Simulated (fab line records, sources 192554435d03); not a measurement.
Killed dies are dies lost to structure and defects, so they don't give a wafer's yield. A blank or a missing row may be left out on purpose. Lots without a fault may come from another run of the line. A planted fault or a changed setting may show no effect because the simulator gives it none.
A struck lot beside a sound one | flow n5_finfet | 39 steps out of a route of 1938
Sound: wafers L933.1, L933.3, L933.4. Struck: wafer L948.3. (L948.1, L948.6 of the same lot were not struck and are left out.) The cause comes at the end.
At each step with rows: each side's tool, then ch and its chambers, then its first start. Under that, the readings that differ: sound wafers | struck wafers | difference of the means | sigmas: that difference in standard deviations of wafers without a fault.
alike: readings whose means differ by less than 2 such deviations, and words and numbers that are the same on both sides. not compared: withheld readings, readings that some wafer has no value for, bounds like >300 that may hide the same value, and numbers for which the record gives no deviation and whose values overlap.
The two part at a step that has a row with sigmas, a row that says differs or no value, or rows on one side only. Numbers that don't overlap but have no deviation are shown without sigmas and don't part them. A reading that every wafer of one side lacks parts them only if that side has two wafers or more.

first, 12 steps without rows for these wafers: N5_MOL_CONTACT_COAG_PRECLEAN_111 (cleans in NF3:NH3, afs cycles 1, time 20 s, sublimation time 60 s); N5_MOL_CONTACT_COAG_TI_SIL_19 (material Ti, target thk 4.2 nm, time 15 s); N5_MOL_CONTACT_COAG_ALD_20 (deposits TiN, target thk 1.5 nm, pulse time 1 s, purge time 3 s); N5_MOL_CONTACT_COAG_SIL_ANNEAL_21 (time 60 s); N5_MOL_CONTACT_COAG_PRE_CLEAN_141 (time 60 s); N5_MOL_CONTACT_COAG_SPUTTER_143 (material Co, target thk 2.5 nm); N5_MOL_CONTACT_COAG_CO_FILL_22 (material Co, precursor CCTBA/H2, target thk 20 nm); N5_MOL_CONTACT_COAG_ANNEAL_113 (time 300 s); N5_MOL_CONTACT_COAG_PRE_CLEAN_142 (time 60 s); N5_MOL_CONTACT_COAG_SPUTTER_130 (material Co, target thk 47.5 nm); N5_MOL_CONTACT_COAG_PRECLEAN_125 (cleans in DIW, time 57.5 s); N5_MOL_CONTACT_COAG_SRD_126 (dry time 32 s).
N5_MOL_CONTACT_COAG_CMP_23: polishes, stops on SiO2, t overpolish 1.5 s, target thk 0 nm.
  sound on cmp-01 ch 0,2,3, day 4 21:49; struck on cmp-01 ch 2, day 9 23:14
  reading                                       | sound          | struck | difference | sigmas
  time_to_endpoint_s (s)                        | 4.2 7.6 5.9    | 18.0   | +12.1      | +5
  model.SiNx_of_GATE_CUT_SAC_CAP_01.thk_nm (nm) | 18.2 18.2 18.2 | 19.4   | +1.2       |
  alike: edge_zone_pressure_frac, head_pressure_psi, motor_current_A, overpolish_run_s
then, 3 steps without rows for these wafers: N5_MOL_CONTACT_COAG_WET_ETCH_26 (target Co, target depth 13 nm); N5_MOL_CONTACT_COAG_WET_ETCH_116 (etches the open film in SC1-inhibited, target depth 4.6 nm, rinse time 30 s); N5_MOL_CONTACT_COAG_ALD_27 (deposits SiOC, target thk 17 nm, pulse time 1.5 s, time 2720 s).
N5_MOL_CONTACT_COAG_CMP_28: polishes, stops on SiNx, t overpolish 0.85 s, target thk 14.522 nm.
  sound on cmp-01 ch 0,2,3, day 5 00:25; struck on cmp-02 ch 0, day 10 02:04
  reading                                       | sound          | struck | difference | sigmas
  model.SiNx_of_GATE_CUT_SAC_CAP_01.thk_nm (nm) | 17.8 17.8 17.8 | 19     | +1         |
  alike: edge_zone_pressure_frac, head_pressure_psi, motor_current_A
N5_MOL_CONTACT_COAG_THK_MEAS_29:
  sound on film_metro-01, day 5 00:41; struck on film_metro-02, day 10 02:17
  reading         | sound             | struck | difference | sigmas
  MD_CAP_THK (nm) | 17.91 17.87 17.82 | 19.06  | +1.19      | +14
then, 19 steps without rows for these wafers: N5_MOL_CONTACT_COAG_ALD_123 (deposits SiNx, target thk 5 nm, pulse time 1 s, purge time 2 s); N5_MOL_CONTACT_COAG_PECVD_31 (deposits SiO2 from TEOS/O2, target thk 46 nm, time 8.9 s); N5_MOL_CONTACT_COAG_COAT_75 (time 60 s, resist thk 60 nm); N5_MOL_CONTACT_COAG_COAT_76 (time 60 s, resist thk 10 nm); N5_MOL_CONTACT_COAG_COAT_77 (time 60 s, resist thk 10 nm); N5_MOL_CONTACT_COAG_COAT_78 (resist thk 40 nm); N5_MOL_CONTACT_COAG_EBR_80; N5_MOL_CONTACT_COAG_SOFTBAKE_79 (time 60 s); N5_MOL_CONTACT_COAG_EXPOSE_81 (exposes mask VG, defocus 0 nm); N5_MOL_CONTACT_COAG_PEB_82 (peb time 60 s); N5_MOL_CONTACT_COAG_DEVELOP_83 (develop time 30 s); N5_MOL_CONTACT_COAG_DESCUM_88 (chemistry O2, time 7 s); N5_MOL_CONTACT_COAG_ETCH_89 (etches underlayer in N2/H2, target depth 13 nm, time 10.4 s); N5_MOL_CONTACT_COAG_ETCH_90 (etches SiARC in CF4, target depth 13 nm, time 21.7 s); N5_MOL_CONTACT_COAG_ALD_131 (deposits SiO2, target thk 5 nm, pulse time 1 s, co reactant pulse time 1 s); N5_MOL_CONTACT_COAG_ETCHBACK_132 (etches SiO2 in CHF3, target depth 10 nm, time 6.7 s); N5_MOL_CONTACT_COAG_ETCH_91 (etches SOC in N2/H2, target depth 60 nm, overetch 21 nm, time 101.2 s); N5_MOL_CONTACT_COAG_STRIP_92 (strips in N2/H2); N5_MOL_CONTACT_COAG_STRIP_93 (strips in N2/H2).
N5_MOL_CONTACT_COAG_ETCH_47: etches SiNx in CH3F/O2, stops on W, target depth 27 nm.
  sound on rie_diel-04 ch 1,2,3, day 5 03:26; struck on rie_diel-01 ch 3, day 10 03:52
  reading                                      | sound             | struck | difference | sigmas
  etch_rf_on_time_s (s)                        | 31.6 31.1 31.1    | 32.9   | +1.6       | +5
  model.etch.t_clear_s (s)                     | 26.34 25.95 25.89 | 27.42  | +1.36      |
  model.etch.depth_nm (nm)                     | 17.88 17.87 17.85 | 19.04  | +1.17      |
  model.MOL_CONTACT_COAG.feature_depth_nm (nm) | 18.4 18.4 18.4    | 19.6   | +1.2       |
  alike: O2_flow_sccm, drypump_motor_current_A, oes_product_au, rf_vpp_V, showerhead_plenum_p_Torr, throttle_valve_pct
  not compared: rf_hours_counter_h
-- the record jumps here: 4 days lie between the struck wafers' starts before and after (it left off in module MOL_CONTACT_COAG and takes up again in module BEOL_M4, whose first step shown is number 1111 of the route) --
N5_BEOL_M4_RC_MEAS_101:
  sound on prober-02 ch 0, day 8 15:39; struck on prober-02 ch 0, day 14 00:18
  reading       | sound       | struck | difference | sigmas
  ION_P (uA/um) | 464 467 469 | 454    | -13        | -2
  alike: DIBL_N, DIBL_P, IOFF_N, IOFF_P, ION_N, SS_N, SS_P, VT_N, VT_P

WHERE THEY PART
First at N5_MOL_CONTACT_COAG_CMP_23; last, within this record, at N5_BEOL_M4_RC_MEAS_101.

WHY: what the simulator had put in
Process parameter drift: cmp-01, from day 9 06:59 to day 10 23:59, at N5_MOL_CONTACT_COAG_CMP_23. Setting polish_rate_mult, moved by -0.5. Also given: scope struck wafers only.
